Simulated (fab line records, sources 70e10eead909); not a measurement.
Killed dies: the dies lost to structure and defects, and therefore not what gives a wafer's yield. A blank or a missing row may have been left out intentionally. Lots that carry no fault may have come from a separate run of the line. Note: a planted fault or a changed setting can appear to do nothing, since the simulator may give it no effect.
A single fault, viewed from 2 desks || flow nand-harc || what lay behind the numbers comes last; until then each desk has only its own

== TOOL OWNER'S DESK, pecvd-02 ==
The tool's own readings at NHARC_A_STAIRCASE_DEP_151 (deposits SiO2, target thk 7200 nm): means of the sampled wafers that have a number, for each lot that ran on this tool. Marked OUT: a lot whose mean sits more than 4 standard deviations from the usual mean, which makes it out of limits; the brackets give that distance.
Columns: A = heater-power-w at NHARC_A_STAIRCASE_DEP_151, usual 616 W
{"lot": "L789", "first seen here": "day 18 20:26", "A": 676}
{"lot": "L791", "first seen here": "day 20 02:11", "A": 609}
{"lot": "L792", "first seen here": "day 20 15:00", "A": 636}
{"lot": "L797", "first seen here": "day 22 01:26", "A": 602}
{"lot": "L801", "first seen here": "day 24 04:35", "A": 610}
{"lot": "L802", "first seen here": "day 24 08:38", "A": 654}
This desk's finding: nothing out of limits on any of the 6 lots.

== METROLOGY DESK ==
Means of the sampled wafers that have a number, per lot and without regard to the tool the lot ran on: this is what the gauges read. Marked OUT: a lot whose mean sits more than 4 standard deviations from the usual mean, which makes it out of limits; the brackets give that distance.
Columns: A = thk-nm at NHARC_THIN_TSV_THK_MEAS_02, usual 2989 nm
{"lot": "L788", "first seen here": "day 24 02:27", "A": 3022}
{"lot": "L789", "first seen here": "day 24 19:23", "A": 2981}
{"lot": "L790", "first seen here": "day 25 09:46", "A": 2886}
{"lot": "L791", "first seen here": "day 26 08:27", "A": 3031}
{"lot": "L794", "first seen here": "day 26 09:40", "A": 2848}
{"lot": "L792", "first seen here": "day 26 14:29", "A": 2840}
{"lot": "L795", "first seen here": "day 27 19:10", "A": 3008}
{"lot": "L796", "first seen here": "day 27 23:32", "A": 2759}
{"lot": "L797", "first seen here": "day 28 00:44", "A": 3266}
{"lot": "L798", "first seen here": "day 28 20:35", "A": 3133}
{"lot": "L802", "first seen here": "day 29 19:23", "A": 3194}
{"lot": "L801", "first seen here": "day 30 01:15", "A": 3004}
{"lot": "L804", "first seen here": "day 30 22:14", "A": 3156}
{"lot": "L808", "first seen here": "day 33 16:03", "A": 2825}
This desk's finding: nothing out of limits on any of the 14 lots.

== PUT TOGETHER ==
Nothing out of limits was seen by the tool owner's desk.
At the metrology desk, nothing out of limits was observed.

== WHAT HAD BEEN PUT IN BY THE SIMULATOR ==
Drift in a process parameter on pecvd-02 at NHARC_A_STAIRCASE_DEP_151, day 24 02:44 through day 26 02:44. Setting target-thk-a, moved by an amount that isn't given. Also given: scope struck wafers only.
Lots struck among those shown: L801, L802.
